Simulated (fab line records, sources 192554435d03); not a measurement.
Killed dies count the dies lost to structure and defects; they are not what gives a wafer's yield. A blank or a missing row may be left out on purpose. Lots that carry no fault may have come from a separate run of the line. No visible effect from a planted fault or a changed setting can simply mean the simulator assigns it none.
Chamber matching / flow n5 finfet / N5_MOL_CONTACT_COAG_ETCH_106 on rie diel-01 has 4 sister chambers
The step etches SOC in N2/H2, target depth 80 nm, overetch 16 nm, time 120 s. 4 wafers are shown with their chamber, then 8 later ones without.

== EACH WAFER AND ITS CHAMBER ==
wafer=L083.5; chamber=3; showerhead plenum p Torr (Torr)=2.70
wafer=L085.2; chamber=2; showerhead plenum p Torr (Torr)=2.48
wafer=L085.6; chamber=0; showerhead plenum p Torr (Torr)=2.50
wafer=L089.1; chamber=1; showerhead plenum p Torr (Torr)=2.50

== WAFERS WITHOUT THEIR CHAMBER ==
wafer=L089.2; showerhead plenum p Torr (Torr)=2.69
wafer=L089.4; showerhead plenum p Torr (Torr)=2.50
wafer=L094.3; showerhead plenum p Torr (Torr)=2.49
wafer=L094.4; showerhead plenum p Torr (Torr)=2.49
wafer=L094.5; showerhead plenum p Torr (Torr)=2.49
wafer=L096.1; showerhead plenum p Torr (Torr)=2.69
wafer=L096.3; showerhead plenum p Torr (Torr)=2.49
wafer=L096.4; showerhead plenum p Torr (Torr)=2.49

== THE CHAMBER EACH PASSED THROUGH ==
wafer=L089.2; from the rows above=3; in truth=3
wafer=L089.4; from the rows above=can't be placed: 0 or 1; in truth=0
wafer=L094.3; from the rows above=can't be placed: 0 or 1 or 2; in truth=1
wafer=L094.4; from the rows above=can't be placed: 0 or 1 or 2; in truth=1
wafer=L094.5; from the rows above=can't be placed: 0 or 1 or 2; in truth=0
wafer=L096.1; from the rows above=3; in truth=3
wafer=L096.3; from the rows above=can't be placed: 0 or 1 or 2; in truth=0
wafer=L096.4; from the rows above=can't be placed: 0 or 1 or 2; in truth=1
2 of 8 placed correctly. Cannot be placed on the basis of these rows: 6; the candidates contain the true chamber in 6. Number placed wrongly: 0.
How it was worked out, from the rows above alone: a wafer's distance from a chamber is the root of the sum, over the readings, of the square of ((its reading less the chamber's mean) divided by the reading's scatter). If the next closest chamber is less than 2 further off than the closest, the wafer can't be placed; otherwise it belongs to the closest. Each chamber's mean is taken over the wafers shown for it. The scatter: root of mean squared gap, hidden wafer to nearest shown wafer, with one shown wafer a chamber.
